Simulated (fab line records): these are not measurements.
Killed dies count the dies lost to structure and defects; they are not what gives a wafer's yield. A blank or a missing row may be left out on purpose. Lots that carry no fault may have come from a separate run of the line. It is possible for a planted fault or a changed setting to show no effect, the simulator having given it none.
Struck lot and sound lot, side by side	flow nandHarc	14 steps out of a route of 1159
Sound: wafers L438.1, L438.2, L438.6. Struck: wafers L448.4, L448.6. (L448.2 of the same lot was not struck and is left out.) The cause comes at the end.
Per side, at each step with rows, come the tool, then ch with its chambers, and then its first start. Under that, the readings that differ: sound wafers	struck wafers	difference of the means	sigmas: that difference in standard deviations of wafers without a fault.
alike: a reading whose means differ by less than 2 such deviations, as well as words and numbers matching on both sides. not compared: withheld readings; readings where some wafer has no value; bounds like >300 that might hide an equal value; numbers whose values overlap and for which the record gives no deviation.
A row with sigmas, a row that says differs or no value, or rows on one side alone: a step with any of these is where the two part. Non-overlapping numbers with no deviation appear without sigmas and do not part them. Lack of a reading on every wafer of one side parts them only where that side has two or more wafers.

first, 8 steps without rows for these wafers: NHARC_A_STAIRCASE_HMDS_177 (time 30 s); NHARC_A_STAIRCASE_COAT_178; NHARC_A_STAIRCASE_SOFTBAKE_179 (time 170 s); NHARC_A_STAIRCASE_EBR_180; NHARC_A_STAIRCASE_EXPOSE_181 (exposes mask STAIR 2); NHARC_A_STAIRCASE_PEB_182 (peb time 130 s); NHARC_A_STAIRCASE_DEVELOP_183 (time 140 s); NHARC_A_STAIRCASE_HARDBAKE_185 (time 140 s).
NHARC_A_STAIRCASE_DESCUM_186: chemistry O2, time 3 s.
  sound on rieDiel-08 ch 2,3, day 11 19:20; struck on rieDiel-08 ch 1, day 14 03:38
reading	sound	struck	difference	sigmas
drypumpMotorCurrentA (A)	5.1 5.8 5.8	6.6 6.6	+1.0	+2
oesProductAu (a.u.)	0.998 1.016 1.011	0.985 0.985	-0.023	-2
showerheadPlenumPTorr (Torr)	1.88 1.79 1.79	2.01 2.01	+0.19	+3
throttleValvePct (%)	11.303 11.304 11.306	11.329 11.326	+0.023	+2
  alike: mfcArSccm, rfVppV
  not compared: rfHoursCounterH
NHARC_A_STAIRCASE_TRIM_187: chemistry O2, time 211.2 s.
  sound on rieDiel-08 ch 1,2, day 11 19:25; struck on rieDiel-08 ch 2, day 14 03:44
reading	sound	struck	difference	sigmas
showerheadPlenumPTorr (Torr)	3.70 3.32 3.70	3.31 3.31	-0.26	-2
  alike: drypumpMotorCurrentA, mfcArSccm, oesProductAu, rfVppV, throttleValvePct
  not compared: rfHoursCounterH
NHARC_A_STAIRCASE_ETCH_188: etches the open film in C4F8/O2, target depth 100 nm, time 40.5 s.
  sound on rieDiel-08 ch 0,2,3; struck on rieDiel-08 ch 1,2
  alike: oesProductAu, rfVppV
  not compared: rfHoursCounterH
NHARC_A_STAIRCASE_TRIM_189: chemistry O2, time 211.2 s.
  sound on rieDiel-08 ch 1,3, day 11 20:10; struck on rieDiel-08 ch 0,3, day 14 04:23
reading	sound	struck	difference	sigmas
oesProductAu (a.u.)	0.994 1.001 1.009	0.686 0.685	-0.316	-29
  alike: drypumpMotorCurrentA, mfcArSccm, rfVppV, showerheadPlenumPTorr, throttleValvePct
  not compared: rfHoursCounterH
NHARC_A_STAIRCASE_ETCH_190: etches the open film in C4F8/O2, target depth 100 nm, time 40.5 s.
  sound on rieDiel-08 ch 1,2,3; struck on rieDiel-08 ch 0,2
  alike: oesProductAu, rfVppV
  not compared: rfHoursCounterH
-- jump in the record: it breaks off in module A_STAIRCASE and resumes in module END (first step shown: number 1159 of the route), and 9 days separate the struck wafers' starts before and after --
NHARC_END_SORT_01:
  only the struck wafers appear in the record here, on prober-01 ch 0 at day 22 17:21; the sound ones have no rows

## WHERE THEY PART
First at NHARC_A_STAIRCASE_DESCUM_186; last, within this record, at NHARC_END_SORT_01.

WHY: the cause the simulator had injected
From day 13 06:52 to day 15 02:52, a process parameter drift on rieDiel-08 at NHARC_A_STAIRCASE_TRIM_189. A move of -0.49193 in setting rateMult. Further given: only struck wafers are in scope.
